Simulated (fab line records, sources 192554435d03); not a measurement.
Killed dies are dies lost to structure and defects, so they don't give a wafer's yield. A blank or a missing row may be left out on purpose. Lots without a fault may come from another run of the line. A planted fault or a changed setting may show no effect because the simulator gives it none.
Chamber matching | flow n5_finfet | N5_BEOL_M7_STRIP_67 on rie_diel-05: 4 sister chambers
The step strips in CF4. 4 wafers are shown with their chamber, then 9 later ones without.

WAFERS WITH THEIR CHAMBER
wafer  | chamber | drypump_motor_current_A (A)
L086.1 | 0       | 6.2
L086.4 | 1       | 5.2
L089.1 | 3       | 5.6
L089.4 | 2       | 6.0

WAFERS WITHOUT THEIR CHAMBER
wafer  | drypump_motor_current_A (A)
L091.1 | 6.2
L091.4 | 5.5
L091.6 | 5.6
L094.1 | 6.2
L094.4 | 6.0
L094.6 | 5.5
L096.1 | 5.6
L096.2 | 6.1
L096.5 | 5.2

WHICH CHAMBER EACH WENT THROUGH
wafer  | from the rows above     | in truth
L091.1 | 0                       | 0
L091.4 | 3                       | 3
L091.6 | 3                       | 3
L094.1 | 0                       | 0
L094.4 | 2                       | 2
L094.6 | 3                       | 3
L096.1 | 3                       | 3
L096.2 | can't be placed: 2 or 0 | 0
L096.5 | 1                       | 1
Placed correctly: 8 of 9. Can't be placed from these rows: 1 (the true chamber is among the candidates in 1). Placed wrongly: 0.
How it was worked out, from the rows above alone: a wafer's distance from a chamber is the root of the sum, over the readings, of the square of ((its reading less the chamber's mean) divided by the reading's scatter). The wafer belongs to the nearest chamber; if the next one is less than 2 further off, it can't be placed. A chamber's mean is the mean of its shown wafers. The scatter: with one shown wafer a chamber, the root of the mean of the squares of how far each hidden wafer lies from its nearest shown one.
